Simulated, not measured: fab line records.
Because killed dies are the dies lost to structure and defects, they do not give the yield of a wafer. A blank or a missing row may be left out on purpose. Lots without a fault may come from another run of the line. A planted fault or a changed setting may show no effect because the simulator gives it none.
Comparing a struck lot with a sound one    flow n5-finfet    15 out of 1938 route steps
Sound: the wafers L278.3, L278.4, L278.6. Struck: wafer L281.2. (L281.3, L281.4 of the same lot were not struck and are left out.) The cause comes at the end.
Each step with rows lists, per side, the tool, then ch with its chambers, then its first start. Under that, the readings that differ: sound wafers    struck wafers    difference of the means    sigmas: that difference in standard deviations of wafers without a fault.
alike: words and numbers the same on both sides, and readings whose means are apart by under 2 such deviations; not compared: readings that were withheld, readings missing a value for some wafer, numbers with overlapping values and no deviation given by the record, and bounds like >300 which may hide the same value.
Wherever a step has rows on one side only, a row that says differs or no value, or a row with sigmas, the two part there. Non-overlapping numbers with no deviation appear without sigmas and do not part them. A reading that every wafer of one side lacks parts them only if that side has two wafers or more.

first, 4 steps without rows for these wafers: N5_HKMG_FIN_SOFTBAKE_07 (time 60 s); N5_HKMG_FIN_EXPOSE_09 (exposes mask NWFM); N5_HKMG_FIN_PEB_10 (peb time 60 s); N5_HKMG_FIN_DEVELOP_11 (develop time 30 s).
N5_HKMG_FIN_CD_MEAS_12: the cd target is 92.8 nm.
  sound on cd-sem-02 ch 0, day 6 02:46; struck on cd-sem-02 ch 0, day 7 01:55
reading     sound           struck  difference  sigmas
cd-nm (nm)  93.2 93.1 93.3  91.9    -1.3        -3
N5_HKMG_FIN_OVL_MEAS_13:
  sound on overlay-02 ch 0, day 6 02:48; struck on overlay-02 ch 0, day 7 01:57
  alike: NWFM_OVL
N5_HKMG_FIN_INSPECT_14: inspects for defects (macro).
  struck on defect-inspect-02, day 7 01:58; sound on defect-inspect-02, day 6 02:49
  alike: raw-defect-count
N5_HKMG_FIN_DESCUM_17: chemistry O2, time 7.9 s.
  sound on rie-diel-04 ch 1,3, day 6 02:52; struck on rie-diel-04 ch 3, day 7 02:07
  alike: drypump-motor-current-A, oes-product-au, rf-vpp-V, showerhead-plenum-p-Torr, throttle-valve-pct
  not compared: rf-hours-counter-h
N5_HKMG_FIN_ETCH_31: etches SiARC in CF4, target depth 45.5 nm, time 75.8 s.
  sound on rie-diel-04 ch 1,3, day 6 02:53; struck on rie-diel-04 ch 3, day 7 02:08
  alike: drypump-motor-current-A, etch-rf-on-time-s, oes-product-au, rf-fwd-power-W, rf-vpp-V, showerhead-plenum-p-Torr, throttle-valve-pct
  not compared: rf-hours-counter-h
N5_HKMG_FIN_ETCH_32: etches SOC in N2/H2, target depth 240 nm, time 300 s.
  sound on rie-diel-04 ch 1,3, day 6 02:57; struck on rie-diel-04 ch 3, day 7 02:12
  alike: drypump-motor-current-A, oes-product-au, rf-fwd-power-W, rf-vpp-V, showerhead-plenum-p-Torr, throttle-valve-pct
  not compared: rf-hours-counter-h
then, 1 step without rows for these wafers: N5_HKMG_FIN_STRIP_33 (strips in N2/H2).
N5_HKMG_FIN_STRIP_34: strips in CF4.
  sound on rie-diel-04 ch 1,3, day 6 03:08; struck on rie-diel-04 ch 3, day 7 02:23
  alike: drypump-motor-current-A, oes-product-au, rf-vpp-V, showerhead-plenum-p-Torr, throttle-valve-pct
  not compared: rf-hours-counter-h
N5_HKMG_FIN_ETCH_35: etches SOC in N2/H2, target depth 215.8 nm, time 243.4 s.
  sound on rie-diel-04 ch 1,3, day 6 03:10; struck on rie-diel-04 ch 3, day 7 02:25
reading                                    sound              struck  difference  sigmas
rf-fwd-power-W (W)                         2991 2991 2989     2281    -709        -80
rf-vpp-V (V)                               141.6 141.1 142.3  155.6   +13.9       +13
model.etch.depth-nm (nm)                   213.6 207.9 212.6  165.3   -46.1       
model.SOC_of_HKMG_FIN_COAT_29.thk-nm (nm)  87 92.8 88         132.8   +43.5       
model.HKMG_FIN.feature-depth-nm (nm)       213.6 207.8 212.6  165.4   -45.9       
  alike: drypump-motor-current-A, oes-product-au, showerhead-plenum-p-Torr, throttle-valve-pct
  not compared: rf-hours-counter-h
N5_HKMG_FIN_STRIP_92: strips SOC in N2/H2, time 20 s.
  sound on rie-diel-04 ch 1,3, day 6 03:19; struck on rie-diel-04 ch 3, day 7 02:34
reading                                    sound       struck  difference  sigmas
model.SOC_of_HKMG_FIN_COAT_29.thk-nm (nm)  77 83 77.8  123     +44         
  alike: drypump-motor-current-A, oes-product-au, rf-vpp-V, showerhead-plenum-p-Torr, throttle-valve-pct
  not compared: rf-hours-counter-h
then, 1 step without rows for these wafers: N5_HKMG_FIN_WET_ETCH_18 (etches TiN in SC1, time 55 s, target depth 5.2 nm, rinse time 30 s).

WHERE THEY PART
At N5_HKMG_FIN_CD_MEAS_12 first; at N5_HKMG_FIN_ETCH_35 last (within this record only). Later steps at which nothing parts them and some readings are alike: N5_HKMG_FIN_STRIP_92.

WHY: what the simulator had put in
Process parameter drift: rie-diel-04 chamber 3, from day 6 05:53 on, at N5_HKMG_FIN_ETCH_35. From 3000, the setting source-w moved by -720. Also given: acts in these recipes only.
